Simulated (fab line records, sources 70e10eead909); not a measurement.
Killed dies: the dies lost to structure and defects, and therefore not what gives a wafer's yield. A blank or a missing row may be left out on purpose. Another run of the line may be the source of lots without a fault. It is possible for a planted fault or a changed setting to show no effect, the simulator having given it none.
Matching of chambers || flow nand-harc || 4 sister chambers for NHARC_P_BONDPAD_ETCH_37 on rie-diel-06
The step etches the open film in N2/H2, target depth 60 nm, overetch 18 nm, time 65.91 s. 16 wafers are shown with their chamber, then 8 later ones without.

WAFERS WITH THEIR CHAMBER
{"wafer": "L224.3", "chamber": 1, "showerhead-plenum-p-Torr (Torr)": 2.05, "rf-vpp-V (V)": 428.9, "oes-product-au (a.u.)": 0.997}
{"wafer": "L224.5", "chamber": 3, "showerhead-plenum-p-Torr (Torr)": 1.95, "rf-vpp-V (V)": 427.2, "oes-product-au (a.u.)": 0.999}
{"wafer": "L224.6", "chamber": 1, "showerhead-plenum-p-Torr (Torr)": 2.05, "rf-vpp-V (V)": 429.8, "oes-product-au (a.u.)": 0.993}
{"wafer": "L225.2", "chamber": 3, "showerhead-plenum-p-Torr (Torr)": 1.95, "rf-vpp-V (V)": 428.6, "oes-product-au (a.u.)": 1.000}
{"wafer": "L225.3", "chamber": 2, "showerhead-plenum-p-Torr (Torr)": 2.13, "rf-vpp-V (V)": 432.1, "oes-product-au (a.u.)": 1.003}
{"wafer": "L225.5", "chamber": 2, "showerhead-plenum-p-Torr (Torr)": 2.12, "rf-vpp-V (V)": 431.8, "oes-product-au (a.u.)": 1.006}
{"wafer": "L230.2", "chamber": 3, "showerhead-plenum-p-Torr (Torr)": 1.95, "rf-vpp-V (V)": 428.9, "oes-product-au (a.u.)": 1.001}
{"wafer": "L230.4", "chamber": 1, "showerhead-plenum-p-Torr (Torr)": 2.04, "rf-vpp-V (V)": 432.0, "oes-product-au (a.u.)": 1.006}
{"wafer": "L230.5", "chamber": 3, "showerhead-plenum-p-Torr (Torr)": 1.95, "rf-vpp-V (V)": 428.4, "oes-product-au (a.u.)": 1.005}
{"wafer": "L231.1", "chamber": 2, "showerhead-plenum-p-Torr (Torr)": 2.12, "rf-vpp-V (V)": 433.5, "oes-product-au (a.u.)": 1.001}
{"wafer": "L231.4", "chamber": 0, "showerhead-plenum-p-Torr (Torr)": 1.92, "rf-vpp-V (V)": 428.1, "oes-product-au (a.u.)": 0.979}
{"wafer": "L231.6", "chamber": 2, "showerhead-plenum-p-Torr (Torr)": 2.12, "rf-vpp-V (V)": 432.6, "oes-product-au (a.u.)": 1.003}
{"wafer": "L238.1", "chamber": 2, "showerhead-plenum-p-Torr (Torr)": 2.12, "rf-vpp-V (V)": 431.2, "oes-product-au (a.u.)": 1.001}
{"wafer": "L238.2", "chamber": 3, "showerhead-plenum-p-Torr (Torr)": 1.95, "rf-vpp-V (V)": 428.7, "oes-product-au (a.u.)": 0.999}
{"wafer": "L238.4", "chamber": 0, "showerhead-plenum-p-Torr (Torr)": 1.92, "rf-vpp-V (V)": 428.4, "oes-product-au (a.u.)": 0.992}
{"wafer": "L236.3", "chamber": 3, "showerhead-plenum-p-Torr (Torr)": 1.95, "rf-vpp-V (V)": 428.2, "oes-product-au (a.u.)": 0.994}

SIGNATURES (means of the wafers above)
{"reading": "showerhead-plenum-p-Torr", "chamber 0": 1.9200, "chamber 1": 2.0467, "chamber 2": 2.1220, "chamber 3": 1.9500, "scatter within a chamber": 0.0035}
{"reading": "rf-vpp-V", "chamber 0": 428.250, "chamber 1": 430.233, "chamber 2": 432.240, "chamber 3": 428.333, "scatter within a chamber": 0.912}
{"reading": "oes-product-au", "chamber 0": 0.98550, "chamber 1": 0.99867, "chamber 2": 1.00280, "chamber 3": 0.99967, "scatter within a chamber": 0.00459}
Rule: for each reading, subtract the chamber's mean from the wafer's reading, divide by that reading's scatter and square the result; add these up over the readings and take the root, which gives the wafer's distance from the chamber. If the next closest chamber is less than 2 further off than the closest, the wafer can't be placed; otherwise it belongs to the closest. How the scatter is found: for the shown wafers, subtract from each reading the mean of its chamber, square and add these, divide the total by (wafers less chambers), then take the root.

WAFERS WITHOUT THEIR CHAMBER
{"wafer": "L236.5", "showerhead-plenum-p-Torr (Torr)": 1.95, "rf-vpp-V (V)": 428.5, "oes-product-au (a.u.)": 1.008}
{"wafer": "L236.6", "showerhead-plenum-p-Torr (Torr)": 2.12, "rf-vpp-V (V)": 433.4, "oes-product-au (a.u.)": 1.002}
{"wafer": "L239.2", "showerhead-plenum-p-Torr (Torr)": 2.04, "rf-vpp-V (V)": 431.5, "oes-product-au (a.u.)": 1.014}
{"wafer": "L239.4", "showerhead-plenum-p-Torr (Torr)": 1.92, "rf-vpp-V (V)": 427.3, "oes-product-au (a.u.)": 1.001}
{"wafer": "L239.5", "showerhead-plenum-p-Torr (Torr)": 1.95, "rf-vpp-V (V)": 427.2, "oes-product-au (a.u.)": 0.997}
{"wafer": "L241.1", "showerhead-plenum-p-Torr (Torr)": 2.04, "rf-vpp-V (V)": 430.0, "oes-product-au (a.u.)": 1.007}
{"wafer": "L241.2", "showerhead-plenum-p-Torr (Torr)": 2.12, "rf-vpp-V (V)": 431.4, "oes-product-au (a.u.)": 1.003}
{"wafer": "L241.3", "showerhead-plenum-p-Torr (Torr)": 1.92, "rf-vpp-V (V)": 427.1, "oes-product-au (a.u.)": 0.997}

WHICH CHAMBER EACH ONE RAN IN
{"wafer": "L236.5", "from the rows above": 3, "in truth": 3}
{"wafer": "L236.6", "from the rows above": 2, "in truth": 2}
{"wafer": "L239.2", "from the rows above": 1, "in truth": 1}
{"wafer": "L239.4", "from the rows above": 0, "in truth": 0}
{"wafer": "L239.5", "from the rows above": 3, "in truth": 3}
{"wafer": "L241.1", "from the rows above": 1, "in truth": 1}
{"wafer": "L241.2", "from the rows above": 2, "in truth": 2}
{"wafer": "L241.3", "from the rows above": 0, "in truth": 0}
Correct placement for 8 of the 8. Not placeable from these rows: 0. 0 placed wrongly.
